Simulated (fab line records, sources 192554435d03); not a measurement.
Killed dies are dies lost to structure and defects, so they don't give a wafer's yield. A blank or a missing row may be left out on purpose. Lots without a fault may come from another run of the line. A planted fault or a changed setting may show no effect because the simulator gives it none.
A struck lot beside a sound one | flow n5_finfet | 16 steps out of a route of 1938
Sound: wafers L436.1, L436.2, L436.4. Struck: wafers L437.3, L437.4. (L437.1 of the same lot was not struck and is left out.) The cause comes at the end.
At each step with rows: each side's tool, then ch and its chambers, then its first start. Under that, the readings that differ: sound wafers | struck wafers | difference of the means | sigmas: that difference in standard deviations of wafers without a fault.
alike: readings whose means differ by less than 2 such deviations, and words and numbers that are the same on both sides. not compared: withheld readings, readings that some wafer has no value for, bounds like >300 that may hide the same value, and numbers for which the record gives no deviation and whose values overlap.
The two part at a step that has a row with sigmas, a row that says differs or no value, or rows on one side only. Numbers that don't overlap but have no deviation are shown without sigmas and don't part them. A reading that every wafer of one side lacks parts them only if that side has two wafers or more.

N5_MIM_BOT_ETCH_STRIP_01: strips in O2.
  sound on rie_diel-03 ch 0,2,3, day 14 03:14; struck on rie_diel-01 ch 1,3, day 14 11:34
  alike: chamber_pressure_mTorr, drypump_motor_current_A, oes_product_au, rf_vpp_V, showerhead_plenum_p_Torr, throttle_valve_pct
  not compared: rf_hours_counter_h
then, 3 steps without rows for these wafers: N5_MIM_BOT_ETCH_STRIP_02 (strips in post etch residue remover, time 1200 s); N5_MIM_BOT_ETCH_CLEAN_05 (cleans in IPA, time 180 s); N5_MIM_BOT_ETCH_SRD_06 (time 30 s).
N5_PASSIVATION_PECVD_55: deposits SiO2 from SiH4/N2O, target thk 400 nm, time 22.5 s.
  sound on pecvd-04 ch 1,2, day 14 03:44; struck on pecvd-04 ch 0,2, day 14 12:05
  alike: heater_power_w, showerhead_plenum_p_Torr, throttle_valve_pct
  not compared: since_wet_clean_h
N5_PASSIVATION_PECVD_01: deposits SiNx from SiH4/NH3/N2, target thk 200 nm, time 43.2 s.
  sound on pecvd-04 ch 1,2, day 14 03:46; struck on pecvd-04 ch 0,2, day 14 12:07
  alike: heater_power_w, showerhead_plenum_p_Torr, throttle_valve_pct
  not compared: since_wet_clean_h
then, 6 steps without rows for these wafers: N5_PASSIVATION_HMDS_03 (time 60 s); N5_PASSIVATION_COAT_04; N5_PASSIVATION_EBR_06; N5_PASSIVATION_SOFTBAKE_05 (time 90 s); N5_PASSIVATION_EXPOSE_07 (exposes mask TV, defocus 0 nm, target cd 3000 nm); N5_PASSIVATION_PEB_08.
N5_PASSIVATION_DEVELOP_09: develop time 60 s.
  sound on litho_track-04 ch 0, day 14 04:46; struck on litho_track-04 ch 0, day 14 14:46
then, 1 step without rows for these wafers: N5_PASSIVATION_HARDBAKE_11 (time 120 s).
N5_PASSIVATION_CD_MEAS_10: target cd 3000 nm.
  sound on cd_sem-03 ch 0, day 14 04:53; struck on cd_sem-02 ch 0, day 14 14:53
  reading    | sound                | struck        | difference | sigmas
  cd_nm (nm) | 3001.0 2997.3 2999.6 | 2990.5 2993.1 | -7.5       | -4
N5_PASSIVATION_OVL_MEAS_60:
  sound on overlay-02 ch 0, day 14 04:55; struck on overlay-02 ch 0, day 14 14:55
  alike: TV_OVL

WHERE THEY PART
Only at N5_PASSIVATION_CD_MEAS_10, within this record. Later steps at which nothing parts them and some readings are alike: N5_PASSIVATION_OVL_MEAS_60.

WHY: what the simulator had put in
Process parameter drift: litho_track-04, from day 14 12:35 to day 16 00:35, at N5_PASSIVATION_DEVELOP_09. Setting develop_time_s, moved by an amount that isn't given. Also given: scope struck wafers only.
